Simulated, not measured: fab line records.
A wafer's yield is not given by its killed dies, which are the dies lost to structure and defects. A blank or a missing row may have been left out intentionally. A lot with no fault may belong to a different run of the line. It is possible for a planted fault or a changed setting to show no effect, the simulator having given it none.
Matching of chambers | flow nand harc | NHARC_A_CHANNEL_FILL_D2_ALD_02 on ald hk-04 has 4 sister chambers
The step deposits SiO2, target thk 6 nm, pulse time 10 s, ald cycles 60. 18 wafers are shown with their chamber, then 9 later ones without.

== WAFERS, EACH WITH ITS CHAMBER ==
wafer  | chamber | heater power w (W) | precursor pulse height rel
L998.1 | 3       | 551                | 1.017
L998.2 | 2       | 545                | 0.974
L998.5 | 2       | 551                | 0.991
L101.1 | 0       | 508                | 1.004
L101.4 | 3       | 518                | 0.988
L101.5 | 1       | 518                | 0.999
L103.1 | 0       | 510                | 0.971
L103.4 | 1       | 494                | 1.006
L103.5 | 1       | 494                | 1.019
L102.4 | 3       | 528                | 0.966
L102.5 | 3       | 522                | 1.035
L102.6 | 2       | 535                | 0.990
L111.1 | 1       | 515                | 0.976
L111.5 | 0       | 462                | 1.017
L111.6 | 1       | 529                | 1.005
L117.1 | 1       | 531                | 0.973
L117.4 | 3       | 548                | 1.005
L117.6 | 2       | 548                | 1.056

SIGNATURES, as means of the wafers listed above
reading                    | chamber 0 | chamber 1 | chamber 2 | chamber 3 | scatter within a chamber
heater power w             | 493.33    | 513.50    | 544.75    | 533.40    | 16.6
precursor pulse height rel | 0.99733   | 0.99633   | 1.00275   | 1.00220   | 0.0261
Rule: distance of a wafer from a chamber = root of the sum over the readings of ((wafer's reading minus chamber's mean) / reading's scatter) squared. The wafer belongs to the nearest chamber; if the next one is less than 2 further off, it can't be placed. The scatter is the square root of a quotient: the sum, over the shown wafers, of each reading's squared deviation from its chamber's mean, divided by wafers minus chambers.

== WAFERS WITH NO CHAMBER GIVEN ==
wafer  | heater power w (W) | precursor pulse height rel
L118.3 | 469                | 0.969
L118.4 | 551                | 0.984
L118.5 | 510                | 1.019
L120.2 | 548                | 0.996
L120.4 | 503                | 1.026
L120.6 | 526                | 1.009
L121.4 | 480                | 0.979
L121.5 | 554                | 0.996
L121.6 | 480                | 1.017

== WHICH CHAMBER EACH WENT THROUGH ==
wafer  | from the rows above               | in truth
L118.3 | can't be placed: 0 or 1           | 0
L118.4 | can't be placed: 2 or 3 or 1      | 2
L118.5 | can't be placed: 1 or 0 or 3 or 2 | 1
L120.2 | can't be placed: 2 or 3 or 1      | 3
L120.4 | can't be placed: 0 or 1 or 3 or 2 | 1
L120.6 | can't be placed: 3 or 1 or 2 or 0 | 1
L121.4 | can't be placed: 0 or 1           | 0
L121.5 | can't be placed: 2 or 3 or 1      | 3
L121.6 | can't be placed: 0 or 1           | 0
Correct placement for 0 of the 9. Can't be placed from these rows: 9 (the true chamber is among the candidates in 9). 0 placed wrongly.
